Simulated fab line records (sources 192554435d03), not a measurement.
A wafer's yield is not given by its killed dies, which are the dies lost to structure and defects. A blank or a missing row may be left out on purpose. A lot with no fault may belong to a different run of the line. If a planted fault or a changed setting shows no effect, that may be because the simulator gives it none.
Which tool was responsible? / flow n5_finfet / Sampling: 24 lots, 72 wafers, 3 of 1938 route steps

## WHAT EACH GAUGE READ, for each wafer
N5_PMOS_HMC_CHANNEL_EPI_CD_MEAS_09 targets a cd of 237.4 nm. Usual: 237.3 nm for cd_nm, sd 1.2.
lot=L074; measured=day 1 16:59; on=cd_sem-02; cd_nm (nm)=237.7 235.1 235.9; flag=
lot=L075; measured=day 1 23:31; on=cd_sem-01; cd_nm (nm)=236.6 236.8 237.8; flag=
lot=L076; measured=day 2 05:40; on=cd_sem-02; cd_nm (nm)=239.6 237.6 239.8; flag=
lot=L077; measured=day 2 12:23; on=cd_sem-03; cd_nm (nm)=238.6 240.1 237.0; flag=
lot=L078; measured=day 2 17:09; on=cd_sem-03; cd_nm (nm)=237.4 237.8 237.1; flag=
lot=L079; measured=day 2 23:26; on=cd_sem-01; cd_nm (nm)=237.3 236.5 238.0; flag=
lot=L080; measured=day 3 05:24; on=cd_sem-03; cd_nm (nm)=235.0 237.2 237.9; flag=
lot=L081; measured=day 3 11:35; on=cd_sem-03; cd_nm (nm)=238.1 238.4 239.1; flag=
lot=L082; measured=day 3 17:07; on=cd_sem-02; cd_nm (nm)=238.7 237.2 238.4; flag=
lot=L083; measured=day 3 23:23; on=cd_sem-03; cd_nm (nm)=233.9 235.8 236.0; flag=
lot=L084; measured=day 4 05:13; on=cd_sem-01; cd_nm (nm)=236.8 235.1 236.0; flag=
lot=L085; measured=day 4 11:03; on=cd_sem-03; cd_nm (nm)=237.7 237.7 238.3; flag=
lot=L086; measured=day 4 17:24; on=cd_sem-02; cd_nm (nm)=236.4 238.1 238.3; flag=
lot=L087; measured=day 4 23:27; on=cd_sem-03; cd_nm (nm)=238.1 238.9 238.3; flag=
lot=L088; measured=day 5 05:25; on=cd_sem-02; cd_nm (nm)=237.5 237.5 236.8; flag=
lot=L089; measured=day 5 11:03; on=cd_sem-03; cd_nm (nm)=238.1 237.3 237.4; flag=
lot=L090; measured=day 5 17:12; on=cd_sem-02; cd_nm (nm)=236.7 237.1 236.8; flag=
lot=L091; measured=day 5 23:32; on=cd_sem-02; cd_nm (nm)=237.5 239.2 237.1; flag=
lot=L092; measured=day 6 05:29; on=cd_sem-03; cd_nm (nm)=236.2 237.7 236.2; flag=
lot=L093; measured=day 6 11:19; on=cd_sem-02; cd_nm (nm)=239.3 239.0 237.6; flag=
lot=L094; measured=day 6 17:35; on=cd_sem-01; cd_nm (nm)=236.9 237.6 238.0; flag=
lot=L095; measured=day 6 22:59; on=cd_sem-02; cd_nm (nm)=237.9 236.5 236.9; flag=
lot=L096; measured=day 7 06:37; on=cd_sem-03; cd_nm (nm)=236.9 236.8 235.9; flag=
lot=L097; measured=day 7 11:41; on=cd_sem-01; cd_nm (nm)=239.2 237.7 238.5; flag=

N5_PMOS_HMC_CHANNEL_EPI_OVL_MEAS_10. Usual: for PMOS_HMC_BLK_OVL the level is 0.3 nm and the standard deviation is 0.92.
lot=L074; measured=day 1 17:01; on=overlay-02; PMOS_HMC_BLK_OVL (nm)=-0.2 1.6 0.8; flag=
lot=L075; measured=day 1 23:33; on=overlay-02; PMOS_HMC_BLK_OVL (nm)=-0.6 0.0 -1.6; flag=
lot=L076; measured=day 2 05:41; on=overlay-02; PMOS_HMC_BLK_OVL (nm)=0.9 1.0 0.3; flag=
lot=L077; measured=day 2 12:25; on=overlay-02; PMOS_HMC_BLK_OVL (nm)=-0.1 1.3 0.9; flag=
lot=L078; measured=day 2 17:11; on=overlay-01; PMOS_HMC_BLK_OVL (nm)=1.0 2.0 0.1; flag=
lot=L079; measured=day 2 23:29; on=overlay-01; PMOS_HMC_BLK_OVL (nm)=-0.7 0.3 -0.5; flag=
lot=L080; measured=day 3 05:26; on=overlay-01; PMOS_HMC_BLK_OVL (nm)=1.3 2.3 1.0; flag=
lot=L081; measured=day 3 11:37; on=overlay-02; PMOS_HMC_BLK_OVL (nm)=0.3 0.6 -0.5; flag=
lot=L082; measured=day 3 17:09; on=overlay-01; PMOS_HMC_BLK_OVL (nm)=0.8 1.2 1.3; flag=
lot=L083; measured=day 3 23:25; on=overlay-01; PMOS_HMC_BLK_OVL (nm)=1.3 -0.6 1.0; flag=
lot=L084; measured=day 4 05:14; on=overlay-01; PMOS_HMC_BLK_OVL (nm)=-1.3 -1.5 -1.3; flag=
lot=L085; measured=day 4 11:04; on=overlay-01; PMOS_HMC_BLK_OVL (nm)=0.5 0.6 -1.0; flag=
lot=L086; measured=day 4 17:26; on=overlay-01; PMOS_HMC_BLK_OVL (nm)=-1.3 0.3 0.1; flag=
lot=L087; measured=day 4 23:29; on=overlay-02; PMOS_HMC_BLK_OVL (nm)=1.2 -1.1 0.9; flag=
lot=L088; measured=day 5 05:27; on=overlay-01; PMOS_HMC_BLK_OVL (nm)=-0.6 0.3 -1.4; flag=
lot=L089; measured=day 5 11:05; on=overlay-02; PMOS_HMC_BLK_OVL (nm)=0.9 0.2 0.3; flag=
lot=L090; measured=day 5 17:14; on=overlay-02; PMOS_HMC_BLK_OVL (nm)=-0.5 2.2 0.7; flag=
lot=L091; measured=day 5 23:34; on=overlay-01; PMOS_HMC_BLK_OVL (nm)=-0.8 -0.9 0.2; flag=
lot=L092; measured=day 6 05:31; on=overlay-02; PMOS_HMC_BLK_OVL (nm)=-0.7 0.7 0.0; flag=
lot=L093; measured=day 6 11:21; on=overlay-01; PMOS_HMC_BLK_OVL (nm)=-1.5 -0.1 -0.9; flag=
lot=L094; measured=day 6 17:37; on=overlay-01; PMOS_HMC_BLK_OVL (nm)=2.3 0.2 1.4; flag=
lot=L095; measured=day 6 23:01; on=overlay-01; PMOS_HMC_BLK_OVL (nm)=0.5 -0.5 -0.7; flag=
lot=L096; measured=day 7 06:39; on=overlay-02; PMOS_HMC_BLK_OVL (nm)=-0.5 -0.3 1.0; flag=
lot=L097; measured=day 7 11:43; on=overlay-02; PMOS_HMC_BLK_OVL (nm)=-0.8 0.6 0.7; flag=

## WHICH TOOL RAN EACH LOT (tool, then ch and the chambers of the sampled wafers, then the start)
lot=L074; N5_WELL_APT_RTA_34=rtp_anneal-02 ch 0, day 1 15:41
lot=L075; N5_WELL_APT_RTA_34=rtp_anneal-02 ch 0, day 1 22:14
lot=L076; N5_WELL_APT_RTA_34=rtp_anneal-01 ch 0, day 2 04:20
lot=L077; N5_WELL_APT_RTA_34=rtp_anneal-02 ch 0, day 2 11:11
lot=L078; N5_WELL_APT_RTA_34=rtp_anneal-01 ch 0, day 2 15:50
lot=L079; N5_WELL_APT_RTA_34=rtp_anneal-01 ch 0, day 2 22:15
lot=L080; N5_WELL_APT_RTA_34=rtp_anneal-01 ch 0, day 3 04:01
lot=L081; N5_WELL_APT_RTA_34=rtp_anneal-01 ch 0, day 3 10:05
lot=L082; N5_WELL_APT_RTA_34=rtp_anneal-01 ch 0, day 3 15:48
lot=L083; N5_WELL_APT_RTA_34=rtp_anneal-02 ch 0, day 3 22:05
lot=L084; N5_WELL_APT_RTA_34=rtp_anneal-02 ch 0, day 4 03:50
lot=L085; N5_WELL_APT_RTA_34=rtp_anneal-02 ch 0, day 4 09:41
lot=L086; N5_WELL_APT_RTA_34=rtp_anneal-01 ch 0, day 4 15:52
lot=L087; N5_WELL_APT_RTA_34=rtp_anneal-02 ch 0, day 4 21:43
lot=L088; N5_WELL_APT_RTA_34=rtp_anneal-01 ch 0, day 5 03:54
lot=L089; N5_WELL_APT_RTA_34=rtp_anneal-02 ch 0, day 5 09:40
lot=L090; N5_WELL_APT_RTA_34=rtp_anneal-02 ch 0, day 5 15:37
lot=L091; N5_WELL_APT_RTA_34=rtp_anneal-02 ch 0, day 5 22:01
lot=L092; N5_WELL_APT_RTA_34=rtp_anneal-01 ch 0, day 6 03:59
lot=L093; N5_WELL_APT_RTA_34=rtp_anneal-02 ch 0, day 6 10:01
lot=L094; N5_WELL_APT_RTA_34=rtp_anneal-01 ch 0, day 6 16:04
lot=L095; N5_WELL_APT_RTA_34=rtp_anneal-01 ch 0, day 6 21:40
lot=L096; N5_WELL_APT_RTA_34=rtp_anneal-02 ch 0, day 7 05:20
lot=L097; N5_WELL_APT_RTA_34=rtp_anneal-02 ch 0, day 7 10:29
- N5_WELL_APT_RTA_34: time 10 s.

## AS READ BY THE TOOLS THEMSELVES (means over the sampled wafers that have a number; for cases with no such wafer, the mark the record gives instead)
N5_WELL_APT_RTA_34. Usual: lamp_power_pct 13.01 %, standard deviation 0.051; lamp_zone_1_pct 13.00 %, standard deviation 0.031; wafer_temp_C_max 1003.5, standard deviation 1.
lot=L074; tool=rtp_anneal-02; lamp_power_pct (%)=12.95; lamp_zone_1_pct (%)=12.99; wafer_temp_C_max=1003.4; flag=
lot=L075; tool=rtp_anneal-02; lamp_power_pct (%)=12.97; lamp_zone_1_pct (%)=12.97; wafer_temp_C_max=1003.9; flag=
lot=L076; tool=rtp_anneal-01; lamp_power_pct (%)=13.04; lamp_zone_1_pct (%)=13.01; wafer_temp_C_max=1004.5; flag=
lot=L077; tool=rtp_anneal-02; lamp_power_pct (%)=12.99; lamp_zone_1_pct (%)=12.98; wafer_temp_C_max=1002.8; flag=
lot=L078; tool=rtp_anneal-01; lamp_power_pct (%)=13.00; lamp_zone_1_pct (%)=13.02; wafer_temp_C_max=1003.4; flag=
lot=L079; tool=rtp_anneal-01; lamp_power_pct (%)=13.00; lamp_zone_1_pct (%)=12.99; wafer_temp_C_max=1003.5; flag=
lot=L080; tool=rtp_anneal-01; lamp_power_pct (%)=13.00; lamp_zone_1_pct (%)=12.97; wafer_temp_C_max=1003.7; flag=
lot=L081; tool=rtp_anneal-01; lamp_power_pct (%)=13.01; lamp_zone_1_pct (%)=13.00; wafer_temp_C_max=1003.8; flag=
lot=L082; tool=rtp_anneal-01; lamp_power_pct (%)=13.02; lamp_zone_1_pct (%)=12.99; wafer_temp_C_max=1003.0; flag=
lot=L083; tool=rtp_anneal-02; lamp_power_pct (%)=13.02; lamp_zone_1_pct (%)=12.99; wafer_temp_C_max=1003.5; flag=
lot=L084; tool=rtp_anneal-02; lamp_power_pct (%)=13.02; lamp_zone_1_pct (%)=13.01; wafer_temp_C_max=1003.8; flag=
lot=L085; tool=rtp_anneal-02; lamp_power_pct (%)=13.00; lamp_zone_1_pct (%)=13.02; wafer_temp_C_max=1004.3; flag=
lot=L086; tool=rtp_anneal-01; lamp_power_pct (%)=13.00; lamp_zone_1_pct (%)=13.00; wafer_temp_C_max=1003.7; flag=
lot=L087; tool=rtp_anneal-02; lamp_power_pct (%)=12.98; lamp_zone_1_pct (%)=13.00; wafer_temp_C_max=1003.5; flag=
lot=L088; tool=rtp_anneal-01; lamp_power_pct (%)=13.02; lamp_zone_1_pct (%)=13.00; wafer_temp_C_max=1002.9; flag=
lot=L089; tool=rtp_anneal-02; lamp_power_pct (%)=13.05; lamp_zone_1_pct (%)=13.04; wafer_temp_C_max=1003.7; flag=
lot=L090; tool=rtp_anneal-02; lamp_power_pct (%)=13.02; lamp_zone_1_pct (%)=13.00; wafer_temp_C_max=1003.8; flag=
lot=L091; tool=rtp_anneal-02; lamp_power_pct (%)=12.98; lamp_zone_1_pct (%)=13.00; wafer_temp_C_max=1003.5; flag=
lot=L092; tool=rtp_anneal-01; lamp_power_pct (%)=13.04; lamp_zone_1_pct (%)=12.98; wafer_temp_C_max=1003.1; flag=
lot=L093; tool=rtp_anneal-02; lamp_power_pct (%)=13.04; lamp_zone_1_pct (%)=13.02; wafer_temp_C_max=1003.9; flag=
lot=L094; tool=rtp_anneal-01; lamp_power_pct (%)=13.01; lamp_zone_1_pct (%)=12.99; wafer_temp_C_max=1003.8; flag=
lot=L095; tool=rtp_anneal-01; lamp_power_pct (%)=12.96; lamp_zone_1_pct (%)=13.00; wafer_temp_C_max=1003.2; flag=
lot=L096; tool=rtp_anneal-02; lamp_power_pct (%)=12.98; lamp_zone_1_pct (%)=13.01; wafer_temp_C_max=1003.3; flag=
lot=L097; tool=rtp_anneal-02; lamp_power_pct (%)=13.05; lamp_zone_1_pct (%)=12.98; wafer_temp_C_max=1003.1; flag=

## THE ANSWER, worked out from the rows above alone
Rule: a lot is off if the mean of its wafers that have a number lies more than 3 standard deviations from the usual mean. A lot without any number at a reading at which 4 lots or more have one is off too. Where the step has rows for the other lots, those lots are counted as sound. Order of review: gauges by route order, followed by the tools' own readings, for which a lot's mean as printed above is used. The first step at which some lot is off is used, and at that step the reading that is off furthest; a lot without a number counts as furthest.
No lot is off on any of the readings shown, so nothing can be concluded from this.

## WHAT THE SIMULATOR PUT IN
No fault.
